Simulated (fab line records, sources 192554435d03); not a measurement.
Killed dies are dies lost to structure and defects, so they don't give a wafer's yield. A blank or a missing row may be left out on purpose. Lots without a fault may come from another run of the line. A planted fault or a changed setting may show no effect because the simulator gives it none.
Which tool did it? | flow n5_finfet | 11 lots, 30 wafers sampled, at 2 steps of a route of 1938

WHAT THE GAUGES READ, wafer by wafer
N5_BEOL_M8_INSPECT_13: inspects for defects (brightfield).
lot  | measured     | on                | raw_defect_count
L765 | day 10 21:14 | defect_inspect-01 | 482 449 374
L764 | day 11 00:21 | defect_inspect-02 | 402 630 413
L769 | day 11 18:52 | defect_inspect-01 | 786 663
L773 | day 12 20:29 | defect_inspect-02 | 359 401 449
L778 | day 14 01:13 | defect_inspect-02 | 424 465 508
L776 | day 14 01:38 | defect_inspect-02 | 488 503 434
L779 | day 14 04:24 | defect_inspect-02 | 402 406 419
L780 | day 14 16:49 | defect_inspect-01 | 504 620
L782 | day 15 00:59 | defect_inspect-02 | 488 540
L784 | day 15 07:05 | defect_inspect-01 | 308 358 313
L785 | day 15 23:46 | defect_inspect-02 | 584 479 561

WHICH TOOL RAN EACH LOT (tool, then ch and the chambers of the sampled wafers, then the start)
lot  | N5_BEOL_M7_SURFACE_TREAT_79
L765 | pvd_sputter-01, day 10 17:17
L764 | pvd_sputter-03, day 10 20:11
L769 | pvd_sputter-03, day 11 13:20
L773 | pvd_sputter-03, day 12 16:10
L778 | pvd_sputter-03, day 13 22:01
L776 | pvd_sputter-02, day 13 22:24
L779 | pvd_sputter-03, day 14 00:07
L780 | pvd_sputter-03, day 14 13:30
L782 | pvd_sputter-01, day 14 21:16
L784 | pvd_sputter-01, day 15 02:37
L785 | pvd_sputter-03, day 15 19:01
- N5_BEOL_M7_SURFACE_TREAT_79

WHAT THE TOOLS THEMSELVES READ (means of the sampled wafers that have a number; where no wafer has one, the mark that the record gives instead)
The record holds no such reading with a usual standard deviation.

THE ANSWER, worked out from the rows above alone
Rule: what is usual is taken from the lots themselves. Put in order of their means at a reading, lots are off if they are a third of the lots or fewer, leave a main group of 4 or more, and stand apart from it by a gap of 3 or more times the standard deviation of the main group's means; of several such gaps the widest counts. A main group whose means are all the same, to the digits that the tables above print for the reading, isn't used. A lot without any number at a reading at which 4 lots or more have one is off too. The other lots that the step has rows for count as sound. The gauges are gone through in route order, then the tools' own readings, and for those a lot's mean is taken as printed above. The first step at which some lot is off is used, and at that step the reading that is off furthest; a lot without a number counts as furthest.
No lot is off at any reading shown: from this, nothing can be told.

WHAT THE SIMULATOR HAD PUT IN
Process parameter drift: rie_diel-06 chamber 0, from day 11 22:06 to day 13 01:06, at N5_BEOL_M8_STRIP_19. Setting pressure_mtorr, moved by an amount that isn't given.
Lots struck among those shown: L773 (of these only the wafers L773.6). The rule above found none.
